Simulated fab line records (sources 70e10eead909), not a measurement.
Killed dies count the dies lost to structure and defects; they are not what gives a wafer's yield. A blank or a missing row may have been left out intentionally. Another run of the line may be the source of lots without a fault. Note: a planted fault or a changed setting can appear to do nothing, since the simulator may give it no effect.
fab line records -- flow nand-harc
[record] lots = 6, wafers = 18, last-day = 31
route steps=1302 shown A_STAIRCASE@755 END@1302
lots untouched by any fault: they come from a run of this same line in which no faults occurred
start-h: start of the lot's first displayed wafer, in hours after the record's first day -- wait-h: time in hours since the lot's previous step -- " unchanged from the row above -- L1.1+2: several wafers, shown together as one row -- - no value, or no start given -- * or withheld: withheld -- < > ~ a bound
route shown NAME@n: a module of which the file shows steps, and the number in the route of the first -- usual: mean and standard deviation over wafers with no fault -- same: alike in all rows -- chamber/n: place in a boat -- sites: the reading at each site -- _std_site: the standard deviation of these -- _edge_site: the outer-site mean with the inner-site mean subtracted -- radius-mm: how far each site lies from the wafer's centre -- mask NAME#n: copy n -- behind: the most recent tool/chamber to have shaped the wafer -- hold: what put the lot on hold/how long, in hours/how the hold closed -- device: names the non-switching transistor (n, p or np) -- end of line: the tests these same wafers got at the end of their route -- a step with no rows: only its recipe -- killed: at the first sort, the dies lost to defects and structure; wafer yield is something else -- map: a wafer's dies, x killed, . not, _ none there
set.NAME: setting as actually run; set.NAME@STEP: the setting as run at that earlier step -- model.NAME: the simulator's own value behind a step, which no gauge read
a table for each step, a row for each wafer; lots at some steps of the route
services: a tool's chamber out of use, with start hour (start-h, from the record's first day; less than 0 if before it), hours out, and reason
[[steps]]
[step NHARC_A_STAIRCASE_SRD_241]
[step NHARC_A_STAIRCASE_DEHYDRATE_242]
[recipe] temp-c = 150, time-s = 120
[step NHARC_A_STAIRCASE_HMDS_243]
[recipe] time-s = 30
[step NHARC_A_STAIRCASE_COAT_244]
[recipe] spin-rpm = 1200
[step NHARC_A_STAIRCASE_SOFTBAKE_245]
[recipe] temp-c = 135, time-s = 170
[step NHARC_A_STAIRCASE_EBR_246]
[step NHARC_A_STAIRCASE_EXPOSE_247]
[recipe] na = 0.5, dose-mj = 25.34, mask-id = SDS_1
[step NHARC_A_STAIRCASE_PEB_248]
[recipe] peb-temp-c = 115, peb-time-s = 130
[step NHARC_A_STAIRCASE_DEVELOP_249]
[recipe] time-s = 140
[step NHARC_A_STAIRCASE_HARDBAKE_251]
[recipe] temp-c = 120, time-s = 140
[step NHARC_A_STAIRCASE_DESCUM_252]
[recipe] time-s = 3, o2-flow-sccm = 200, ar-flow-sccm = 0, bias-power-w = 0, chemistry = O2
[usual] drypump-motor-current-A = 5.7/0.33, oes-product-au = 1.000/0.015, rf-vpp-V = 57.7/0.87, showerhead-plenum-p-Torr = 1.91/0.094, throttle-valve-pct = 11.310/0.0089
lot.wafer,tool,chamber,start-h,wait-h,drypump-motor-current-A,oes-product-au,rf-hours-counter-h,rf-vpp-V,showerhead-plenum-p-Torr,throttle-valve-pct
L406.4,rie-diel-04,1,385.59,-,5.4,0.986,6,57.0,1.89,11.325
L406.3,rie-diel-04,2,385.59,-,5.6,0.994,5,55.6,1.78,11.308
L406.6,rie-diel-04,2,385.59,-,5.6,0.988,-,57.9,1.78,11.319
L409.1,rie-diel-09,1,415.01,-,5.9,1.004,23,56.7,1.84,11.314
L409.3,rie-diel-09,0,415.01,-,6.0,0.983,32,58.1,2.05,11.307
L409.5,rie-diel-09,1,415.01,-,5.9,0.998,-,57.6,1.84,11.300
L416.4,rie-diel-13,0,479.65,-,5.6,1.007,46,58.1,1.90,11.305
L416.2,rie-diel-13,1,479.65,-,5.9,1.015,46,56.5,1.79,11.314
L416.3,rie-diel-13,2,479.65,-,5.2,1.005,40,57.2,1.98,11.317
L421.1,rie-diel-13,0,532.82,-,5.6,1.013,2,57.9,1.90,11.300
L421.6,rie-diel-13,3,532.82,-,5.2,0.998,-,57.9,2.02,11.305
L421.5,rie-diel-13,0,532.82,-,5.6,1.012,-,56.9,1.90,11.295
L422.4,rie-diel-04,3,533.39,-,6.2,1.007,54,56.2,1.81,11.316
L422.1,rie-diel-04,0,533.39,-,5.7,1.025,52,59.5,2.02,11.299
L422.2,rie-diel-04,2,533.39,-,5.6,0.993,55,57.2,1.77,11.302
L423.4,rie-diel-09,2,545.31,-,6.2,0.993,14,58.0,1.97,11.304
L423.1,rie-diel-09,3,545.31,-,5.4,1.018,15,56.8,1.85,11.314
L423.2,rie-diel-09,1,545.31,-,6.0,0.984,14,57.5,1.83,11.316
[step NHARC_A_STAIRCASE_ETCH_253]
[recipe] target-depth-a = 500, time-s = 20.2, ion-energy-ev = 400, c4f8-flow-sccm = 20, o2-flow-sccm = 10, ar-flow-sccm = withheld, rf-w = 600, bias-w = 1000, chemistry = C4F8/O2
[usual] bias-w = 999.7/2.8, chamber-pressure-mTorr = 24.996/0.023, oes-product-au = 0.959/0.02, rf-fwd-power-W = 587.6/2.6, rf-vpp-V = 896/6
lot.wafer,tool,chamber,start-h,wait-h,bias-w,chamber-pressure-mTorr,oes-product-au,rf-fwd-power-W,rf-hours-counter-h,rf-vpp-V
L406.4,rie-diel-04,3,385.68,0.1,1000.4,24.989,0.946,587.9,5,891
L406.3,rie-diel-04,1,385.68,0.1,996.4,25.025,0.945,592.3,6,895
L406.6,rie-diel-04,3,385.68,0.1,996.9,25.026,0.940,588.0,-,889
L409.3,rie-diel-09,3,415.10,0.1,1004.2,25.022,0.975,586.2,29,891
L409.1,rie-diel-09,1,415.10,0.1,1001.9,25.000,0.963,586.6,23,890
L409.5,rie-diel-09,0,415.10,0.1,998.0,25.006,0.958,586.5,-,905
L416.3,rie-diel-13,0,479.74,0.1,995.0,24.983,0.926,583.6,46,896
L416.4,rie-diel-13,1,479.74,0.1,992.8,25.015,0.930,587.2,47,889
L416.2,rie-diel-13,2,479.74,0.1,1002.0,25.040,0.937,584.7,40,902
L421.1,rie-diel-13,2,532.90,0.1,1004.4,25.014,0.991,589.2,2,898
L421.6,rie-diel-13,2,532.90,0.1,1004.1,24.983,0.991,586.9,-,900
L421.5,rie-diel-13,3,532.90,0.1,1001.2,24.957,0.963,590.8,-,903
L422.1,rie-diel-04,2,533.48,0.1,-,-,-,-,-,-
L422.2,rie-diel-04,3,533.48,0.1,-,-,-,-,-,-
L422.4,rie-diel-04,0,533.48,0.1,-,-,-,-,-,-
L423.1,rie-diel-09,0,545.40,0.1,-,-,-,-,-,-
L423.2,rie-diel-09,1,545.40,0.1,-,-,-,-,-,-
L423.4,rie-diel-09,2,545.40,0.1,-,-,-,-,-,-
[step NHARC_A_STAIRCASE_STRIP_254]
[recipe] power-w = 1500, temp-c = 250, chemistry = O2
[usual] drypump-motor-current-A = 5.86/0.26, heater-power-w = 328/55
lot.wafer,tool,chamber,start-h,wait-h,drypump-motor-current-A,heater-power-w,rf-hours-counter-h
L406.4,plasma-asher-02,0,385.86,-,6.00,241,-
L406.3,plasma-asher-02,1,385.86,-,6.05,366,-
L406.6,plasma-asher-02,1,385.86,-,6.06,369,-
L409.1,plasma-asher-02,1,415.18,-,6.05,363,34
L409.3,plasma-asher-02,1,415.18,-,6.05,375,-
L409.5,plasma-asher-02,1,415.18,-,6.03,378,-
L416.2,plasma-asher-02,1,479.87,-,6.07,370,9
L416.3,plasma-asher-02,0,479.87,-,6.02,239,-
L416.4,plasma-asher-02,1,479.87,-,6.06,364,-
L421.1,plasma-asher-02,0,532.98,-,6.00,243,22
L421.6,plasma-asher-02,0,532.98,-,6.00,242,-
L421.5,plasma-asher-02,1,532.98,-,6.06,374,-
L422.1,plasma-asher-01,1,533.56,0.1,5.97,381,1
L422.2,plasma-asher-01,0,533.56,0.1,5.40,329,1
L422.4,plasma-asher-01,1,533.56,0.1,5.95,397,-
L423.2,plasma-asher-01,0,545.49,0.1,5.39,330,2
L423.1,plasma-asher-01,1,545.49,0.1,5.93,388,2
L423.4,plasma-asher-01,0,545.49,0.1,5.40,327,-
[step NHARC_END_SORT_01]
[recipe] temp-c = 25
[usual] killed-at-array = 54/17, killed-at-other = 0.7/1, killed-at-periphery = 3.7/2.9, killed-dies = 58/16, killed-open = 3.2/1.9, killed-short = 2.2/1.5
[same] gross-dies = 677
lot.wafer,tool,chamber,start-h,wait-h,killed-at-array,killed-at-other,killed-at-periphery,killed-dies,killed-open,killed-short
L422.1,prober-01,0,726.74,2.5,675,0,2,677,1,0
L422.2,prober-01,0,727.54,2.8,672,0,5,677,3,2
L422.4,prober-01,0,729.14,3.4,671,0,6,677,4,6
L423.1,prober-01,0,736.09,2.5,676,0,1,677,2,2
L423.2,prober-01,0,736.88,2.8,676,0,1,677,4,0
L423.4,prober-01,0,738.46,3.4,672,1,4,677,3,3
// killed by level:class
L422.1 A_STAIRCASE:area-etch=608 A_SLIT:chamber-film-flake=33 A_CHANNEL_HOLE_D2:chamber-film-flake=16 A_STAIRCASE:chamber-film-flake=7 A_CONTACT:chamber-film-flake=7 A_DECK1_JOINT:geometric-particle:open=1 P_ZERO_WELL:chamber-film-flake=1 P_GATE:chamber-film-flake=1
L422.2 A_STAIRCASE:area-etch=612 A_CHANNEL_HOLE_D2:chamber-film-flake=18 A_SLIT:chamber-film-flake=17 A_CONTACT:chamber-film-flake=8 A_CHANNEL_HOLE_D1:chamber-film-flake=5 A_STAIRCASE:chamber-film-flake=4 P_STI:chamber-film-flake=2 P_GATE:chamber-film-flake=2
L422.4 A_STAIRCASE:area-etch=611 A_SLIT:chamber-film-flake=27 A_CHANNEL_HOLE_D2:chamber-film-flake=13 A_CONTACT:chamber-film-flake=4 P_GATE:chamber-film-flake=3 A_CHANNEL_HOLE_D1:chamber-film-flake=3 A_CHANNEL_FILL_D2:geometric-particle:open=2 A_DECK1_JOINT:chamber-film-flake=2
L423.1 A_STAIRCASE:area-etch=595 A_CHANNEL_HOLE_D1:chamber-film-flake=29 A_CHANNEL_HOLE_D2:chamber-film-flake=24 A_SLIT:chamber-film-flake=12 A_CONTACT:chamber-film-flake=5 A_SGD_CUT:chamber-film-flake=3 A_WL_FILL:chamber-film-flake=2 P_M1:geometric-particle:open=1
L423.2 A_STAIRCASE:area-etch=583 A_SLIT:chamber-film-flake=34 A_CHANNEL_HOLE_D1:chamber-film-flake=33 A_CHANNEL_HOLE_D2:chamber-film-flake=13 A_CONTACT:chamber-film-flake=6 A_CHANNEL_FILL_D1:geometric-particle:open=1 A_ONON_D2:geometric-particle:open=1 A_WL_FILL:geometric-particle:open=1
L423.4 A_STAIRCASE:area-etch=584 A_CHANNEL_HOLE_D1:chamber-film-flake=30 A_SLIT:chamber-film-flake=30 A_CHANNEL_HOLE_D2:chamber-film-flake=15 A_SGD_CUT:chamber-film-flake=7 A_CONTACT:chamber-film-flake=2 P_CONTACT:geometric-particle:short=1 P_M0:geometric-particle:open=1
// map L422.1 (x killed, . not)
____________x____________
_________xxxxxxx_________
_______xxxxxxxxxxx_______
______xxxxxxxxxxxxx______
_____xxxxxxxxxxxxxxx_____
____xxxxxxxxxxxxxxxxx____
____xxxxxxxxxxxxxxxxx____
___xxxxxxxxxxxxxxxxxxx___
___xxxxxxxxxxxxxxxxxxx___
__xxxxxxxxxxxxxxxxxxxxx__
__xxxxxxxxxxxxxxxxxxxxx__
_xxxxxxxxxxxxxxxxxxxxxxx_
_xxxxxxxxxxxxxxxxxxxxxxx_
_xxxxxxxxxxxxxxxxxxxxxxx_
_xxxxxxxxxxxxxxxxxxxxxxx_
_xxxxxxxxxxxxxxxxxxxxxxx_
xxxxxxxxxxxxxxxxxxxxxxxxx
xxxxxxxxxxxxxxxxxxxxxxxxx
xxxxxxxxxxxxxxxxxxxxxxxxx
xxxxxxxxxxxxxxxxxxxxxxxxx
xxxxxxxxxxxxxxxxxxxxxxxxx
_xxxxxxxxxxxxxxxxxxxxxxx_
_xxxxxxxxxxxxxxxxxxxxxxx_
_xxxxxxxxxxxxxxxxxxxxxxx_
_xxxxxxxxxxxxxxxxxxxxxxx_
_xxxxxxxxxxxxxxxxxxxxxxx_
__xxxxxxxxxxxxxxxxxxxxx__
__xxxxxxxxxxxxxxxxxxxxx__
___xxxxxxxxxxxxxxxxxxx___
___xxxxxxxxxxxxxxxxxxx___
____xxxxxxxxxxxxxxxxx____
____xxxxxxxxxxxxxxxxx____
_____xxxxxxxxxxxxxxx_____
______xxxxxxxxxxxxx______
_______xxxxxxxxxxx_______
_________xxxxxxx_________
____________x____________
// map L423.1 (x killed, . not)
____________x____________
_________xxxxxxx_________
_______xxxxxxxxxxx_______
______xxxxxxxxxxxxx______
_____xxxxxxxxxxxxxxx_____
____xxxxxxxxxxxxxxxxx____
____xxxxxxxxxxxxxxxxx____
___xxxxxxxxxxxxxxxxxxx___
___xxxxxxxxxxxxxxxxxxx___
__xxxxxxxxxxxxxxxxxxxxx__
__xxxxxxxxxxxxxxxxxxxxx__
_xxxxxxxxxxxxxxxxxxxxxxx_
_xxxxxxxxxxxxxxxxxxxxxxx_
_xxxxxxxxxxxxxxxxxxxxxxx_
_xxxxxxxxxxxxxxxxxxxxxxx_
_xxxxxxxxxxxxxxxxxxxxxxx_
xxxxxxxxxxxxxxxxxxxxxxxxx
xxxxxxxxxxxxxxxxxxxxxxxxx
xxxxxxxxxxxxxxxxxxxxxxxxx
xxxxxxxxxxxxxxxxxxxxxxxxx
xxxxxxxxxxxxxxxxxxxxxxxxx
_xxxxxxxxxxxxxxxxxxxxxxx_
_xxxxxxxxxxxxxxxxxxxxxxx_
_xxxxxxxxxxxxxxxxxxxxxxx_
_xxxxxxxxxxxxxxxxxxxxxxx_
_xxxxxxxxxxxxxxxxxxxxxxx_
__xxxxxxxxxxxxxxxxxxxxx__
__xxxxxxxxxxxxxxxxxxxxx__
___xxxxxxxxxxxxxxxxxxx___
___xxxxxxxxxxxxxxxxxxx___
____xxxxxxxxxxxxxxxxx____
____xxxxxxxxxxxxxxxxx____
_____xxxxxxxxxxxxxxx_____
______xxxxxxxxxxxxx______
_______xxxxxxxxxxx_______
_________xxxxxxx_________
____________x____________
[[services]]
tool,chamber,start-h,hours,kind
rie-diel-04,3,362.74,5.2,repair
rie-diel-04,0,366.14,-,clean
rie-diel-04,0,366.14,-,consumable-replace:focus-ring
rie-diel-04,1,366.14,-,clean
rie-diel-04,2,366.14,-,clean
rie-diel-13,0,375.66,-,clean
rie-diel-13,1,375.66,-,clean
rie-diel-13,2,375.66,-,clean
rie-diel-13,3,375.66,-,clean
rie-diel-09,0,381.03,-,clean
rie-diel-09,1,381.03,-,clean
rie-diel-09,2,381.03,-,clean
rie-diel-09,3,381.03,-,clean
rie-diel-13,2,384.14,13.5,repair
rie-diel-04,0,390.64,-,clean
plasma-asher-01,-,394.60,2.3,repair
rie-diel-09,1,399.58,2.5,repair
plasma-asher-02,-,426.13,9.0,pm
rie-diel-09,1,443.80,8.7,repair
rie-diel-09,-,497.14,9.0,pm
plasma-asher-01,-,519.19,9.0,pm
rie-diel-13,-,519.23,9.0,pm
rie-diel-04,-,534.14,9.0,pm
rie-diel-13,0,543.73,4.0,repair
[[key]]
[first-sign] step = NHARC_A_STAIRCASE_ETCH_253, reading = tool-record, direction = missing
[effect] step = NHARC_END_SORT_01, reading = killed-dies, direction = up, sigmas = 38, usual = 58, struck = 677
[more-kills-born-at] NHARC_A_STAIRCASE_ETCH_253@rie-diel-04 = 1830, NHARC_A_STAIRCASE_ETCH_253@rie-diel-09 = 1762
met-at NHARC_A_STAIRCASE_ETCH_253
struck-wafers L422.1,L422.2,L422.4,L423.1,L423.2,L423.4
later-rows-left-out L422.1,L422.2,L422.4,L423.1,L423.2,L423.4
tester-left-out L422,L423
onset-between 415.10 533.48
[fault] kind = skipped-step-whole, tool = rie-diel-04,rie-diel-09, chamber = -, onset-h = 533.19, steps = NHARC_A_STAIRCASE_ETCH_253, scope = struck-lots-only
// tester-left-out: of these lots the tester's yield and bins aren't shown, on N5 and GAA mostly nor the transistor test; their killed dies are dies lost to structure and defects alone, not to doping, threshold or leakage, so they don't give the yield
// later-rows-left-out: the simulator's readings of these wafers behind a module that went badly wrong aren't trusted and aren't shown, but for the sort
